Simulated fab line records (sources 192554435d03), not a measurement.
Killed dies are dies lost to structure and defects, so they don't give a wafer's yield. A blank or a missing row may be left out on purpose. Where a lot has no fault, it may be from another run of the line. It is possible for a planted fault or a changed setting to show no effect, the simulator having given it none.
Split-lot trial -- flow n5_finfet -- on a route of 1938 steps: 7 lots, 21 wafers read

ON THE SPLIT
At N5_DUMMY_GATE_EXPOSE_12 (exposes mask GATE, target cd 25 nm), the setting dose_mj was moved away from the recipe's 34 on 6 of the 21 wafers read, by -6.9% to +4.1%. This setting was run at the recipe's value on the other wafers.

FROM THE SPLIT TO THE READING: what the file shows between them, 7 steps
- N5_DUMMY_GATE_DESCUM_20: chemistry O2, time 6.2 s (also split here: time_s)
- N5_DUMMY_GATE_ETCH_29: etches underlayer in N2/H2, target depth 13 nm
- N5_DUMMY_GATE_ETCH_36: etches SiARC in CF4, target depth 13 nm
- N5_DUMMY_GATE_STRIP_38: strips in N2/H2
- N5_DUMMY_GATE_STRIP_39: strips in N2/H2
- N5_DUMMY_GATE_TRIM_49: chemistry O2, time 29 s, target cd 14 nm
- N5_DUMMY_GATE_STRIP_40: strips in CF4

THE READING
cd_nm (nm) at N5_DUMMY_GATE_CD_MEAS_50, where the cd target is 14 nm. On this fab line, fault-free wafers typically give 14.1 nm with a standard deviation of 0.34 nm.

wafer,"tool, chamber at the split",dose_mj as run,against the recipe,"cd_nm, nm",against lot-mates on the recipe
L080.2,"euv_scanner-01, 0",34,recipe,14.2,-
L080.3,"euv_scanner-01, 0",34,recipe,14.0,-
L080.6,"euv_scanner-01, 0",34,recipe,14.1,-
L083.4,"euv_scanner-02, 0",34,recipe,14.1,-
L083.5,"euv_scanner-02, 0",34,recipe,13.9,-
L083.6,"euv_scanner-02, 0",34,recipe,14.1,-
L084.1,"euv_scanner-01, 0",34,recipe,14.2,-
L084.2,"euv_scanner-01, 0",34,recipe,14.1,-
L084.4,"euv_scanner-01, 0",34,recipe,13.8,-
L085.1,"euv_scanner-01, 0",34,recipe,14.1,-
L085.3,"euv_scanner-01, 0",32.08,-5.6%,15.4,+1.3
L085.4,"euv_scanner-01, 0",32.08,-5.6%,15.2,+1.1
L086.1,"euv_scanner-01, 0",34,recipe,14.1,-
L086.2,"euv_scanner-01, 0",34,recipe,14.4,-
L086.5,"euv_scanner-01, 0",34,recipe,13.9,-
L088.3,"euv_scanner-01, 0",35.38,+4.1%,13.3,no lot-mate on the recipe
L088.4,"euv_scanner-01, 0",35.38,+4.1%,13.3,no lot-mate on the recipe
L088.6,"euv_scanner-01, 0",35.38,+4.1%,13.9,no lot-mate on the recipe
L092.2,"euv_scanner-01, 0",34,recipe,14.4,-
L092.3,"euv_scanner-01, 0",31.67,-6.9%,15.5,+1.1
L092.5,"euv_scanner-01, 0",34,recipe,14.5,-

FIT RESULTS
A straight line over all 21 wafers: cd_nm changes by -0.188 nm for each +1% of dose_mj; r = -0.93; the points scatter about the line by 0.21 nm.
The same after taking each lot's own level away (the mean of its wafers on the recipe; 18 wafers): -0.187 nm for each +1%; r = -0.95; scatter 0.15 nm.
According to that fit, moving dose_mj by its largest amount changes the reading by 1.3 nm.
Measured against the standard deviation above, the lots' own levels, which go from 14.03 to 14.45 nm, span 1.2 times it.
So the lot-to-lot level changes the slope little: the two slopes agree.
Check: +1.46 nm against its lot-mates is what the line predicts for one of the wafers moved furthest among these (-6.9%) when that wafer is left out of the fit. Against them it came out at +1.05 nm.

THE OTHER SPLITS THESE WAFERS WENT THROUGH
Before the reading, these wafers also passed through other splits. Each is held against what the fit with the lots' levels taken away leaves over:
other split on the same wafers,wafers away from the commonest value,r with cd_nm (lot level and that fit taken away)
N5_WELL_APT_COAT_02 spin_rpm,3,-0.11
N5_PMOS_HMC_CHANNEL_EPI_ETCH_32 bias_w,10,+0.32
N5_FIN_CUT_EXPOSE_05 dose_mj,6,+0.10
N5_DUMMY_GATE_DESCUM_20 time_s,11,-0.03

THE WHOLE CHAIN: every reading that the file lists as answering this split, in the file's order
step,what it does,reading,change (the file's fit),r (the file's)
N5_DUMMY_GATE_TRIM_49,"chemistry O2, time 29 s, target cd 14 nm","DUMMY_GATE.cd_nm (the simulator's own value, which no gauge read)",-0.222 nm for each +1% of the setting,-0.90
N5_DUMMY_GATE_CD_MEAS_50,target cd 14 nm,cd_nm,-0.181 nm for each +1% of the setting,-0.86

FILE'S OWN FIT
cd_nm changes by -0.181 nm for each +1% of dose_mj, r = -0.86.
